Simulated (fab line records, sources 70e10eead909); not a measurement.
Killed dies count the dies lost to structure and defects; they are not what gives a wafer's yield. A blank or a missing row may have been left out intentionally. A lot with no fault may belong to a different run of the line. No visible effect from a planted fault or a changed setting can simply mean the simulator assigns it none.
Matching of chambers	flow nandHarc	aldMetal-01 running NHARC_P_CONTACT_ALD_22: 4 sister chambers
The step deposits TiN, target thk 3 nm, pulse time 1 s, ald cycles 150. 16 wafers are shown with their chamber, then 8 later ones without.

== WAFERS, EACH WITH ITS CHAMBER ==
wafer	chamber	heaterPowerW (W)	precursorPulseHeightRel
L076.1	3	1114	1.003
L076.2	1	888	1.013
L076.5	0	963	0.991
L079.2	0	952	0.985
L079.4	3	1124	1.027
L079.5	3	1122	1.005
L080.4	3	1097	0.979
L080.5	3	1121	1.027
L080.6	2	920	1.027
L082.1	2	890	1.016
L082.2	1	863	1.018
L082.4	0	951	1.009
L086.1	3	1110	1.006
L086.2	2	908	1.023
L086.5	2	914	0.998
L087.1	2	915	0.985

SIGNATURES (averages over the wafers above)
reading	chamber 0	chamber 1	chamber 2	chamber 3	scatter within a chamber
heaterPowerW	955.33	875.50	909.40	1114.67	11
precursorPulseHeightRel	0.99500	1.01550	1.00980	1.00783	0.0163
Rule: a wafer's distance from a chamber is the root of the sum, over the readings, of the square of ((its reading less the chamber's mean) divided by the reading's scatter). If the next closest chamber is less than 2 further off than the closest, the wafer can't be placed; otherwise it belongs to the closest. How the scatter is found: for the shown wafers, subtract from each reading the mean of its chamber, square and add these, divide the total by (wafers less chambers), then take the root.

== WAFERS MISSING THEIR CHAMBER ==
wafer	heaterPowerW (W)	precursorPulseHeightRel
L087.5	907	1.002
L087.6	881	1.007
L090.1	958	0.991
L090.4	857	1.020
L090.5	856	0.976
L091.1	968	1.005
L091.2	908	0.994
L091.3	1109	1.016

== CHAMBER TAKEN BY EACH ==
wafer	from the rows above	in truth
L087.5	2	2
L087.6	can't be placed: 1 or 2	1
L090.1	0	0
L090.4	1	1
L090.5	1	1
L091.1	0	0
L091.2	2	2
L091.3	3	3
Correctly placed: 7 of 8. Cannot be placed on the basis of these rows: 1; the candidates contain the true chamber in 1. 0 placed wrongly.
